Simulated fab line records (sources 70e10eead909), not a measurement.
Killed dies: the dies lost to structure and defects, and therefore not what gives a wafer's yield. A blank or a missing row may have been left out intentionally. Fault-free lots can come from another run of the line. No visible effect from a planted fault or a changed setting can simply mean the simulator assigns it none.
Which tool did it?	flow nandHarc	Sampling: 6 lots, 17 wafers, 5 of 1302 route steps

## WHAT EACH GAUGE READ, for each wafer
NHARC_END_SORT_01.
lot	measured	on	killedAtArray
L255	day 32 05:50	prober-01	96 245

## WHAT TOOL EACH LOT RAN ON (gives the tool, then ch and the chambers of the sampled wafers, and finally the start)
lot	NHARC_A_WL_FILL_CVD_03	NHARC_A_M1_CMP_23	NHARC_A_BONDPAD_ETCH_12	NHARC_THIN_TSV_CMP_01
L241	cvdW-02 ch 0,1, day 21 22:08	cmp-02 ch 0,2,3, day 24 15:37	rieDiel-04 ch 1,3, day 25 08:07 or earlier	cmp-03 ch 0,3, day 25 08:07
L244	cvdW-01 ch 0,1, day 23 14:49	cmp-03 ch 0,1,3, day 26 05:05	rieDiel-06 ch 0,2,3, day 26 21:28 or earlier	cmp-01 ch 0,3, day 26 21:28
L247	cvdW-02 ch 0,1, day 24 22:13	cmp-02 ch 0,3, day 27 15:49	rieDiel-06 ch 0,2,3, day 28 10:38 or earlier	cmp-03 ch 0,2,3, day 28 10:38
L250	cvdW-02 ch 0,1, day 26 11:31	cmp-03 ch 0,1,2, day 28 23:04	rieDiel-06 ch 1,2, day 29 15:20 or earlier	cmp-04 ch 0,2,3, day 29 15:20
L252	cvdW-01 ch 1, day 27 11:19	cmp-02 ch 2,3, day 30 04:13	rieDiel-08 ch 2,3, day 30 21:32 or earlier	cmp-03 ch 0,2,3, day 30 21:32
L255	cvdW-01 ch 1, day 27 20:08	cmp-04 ch 0,1, day 30 13:20	rieDiel-08 ch 1,2, day 31 05:15 or earlier	cmp-01 ch 1,3, day 31 05:15
- NHARC_A_WL_FILL_CVD_03: deposits W, target thk 40 nm, time 279 s.
- NHARC_A_M1_CMP_23: polishes, t overpolish 20 s, target thk 154.34 nm.
- NHARC_A_BONDPAD_ETCH_12: etches the open film in CHF3/O2, target depth 220 nm, time 110 s.
- NHARC_THIN_TSV_CMP_01: polishes.

## THE ANSWER, worked out from the rows above alone
Rule: the usual values come from the lots themselves. The widest of any qualifying gaps counts: lots, ordered by their means at a reading, are off when they make up no more than a third of the lots, leave a main group of 4 or more, and stand apart from it by 3 or more times the standard deviation of that group's means. Not used: any main group whose means are identical at the precision the tables above print for the reading. Also off: a lot with no number at a reading for which 4 or more lots have one. All remaining lots with rows at the step are treated as sound.
No lot is off on any of the readings shown, so nothing can be concluded from this.

## WHAT WAS PUT IN BY THE SIMULATOR
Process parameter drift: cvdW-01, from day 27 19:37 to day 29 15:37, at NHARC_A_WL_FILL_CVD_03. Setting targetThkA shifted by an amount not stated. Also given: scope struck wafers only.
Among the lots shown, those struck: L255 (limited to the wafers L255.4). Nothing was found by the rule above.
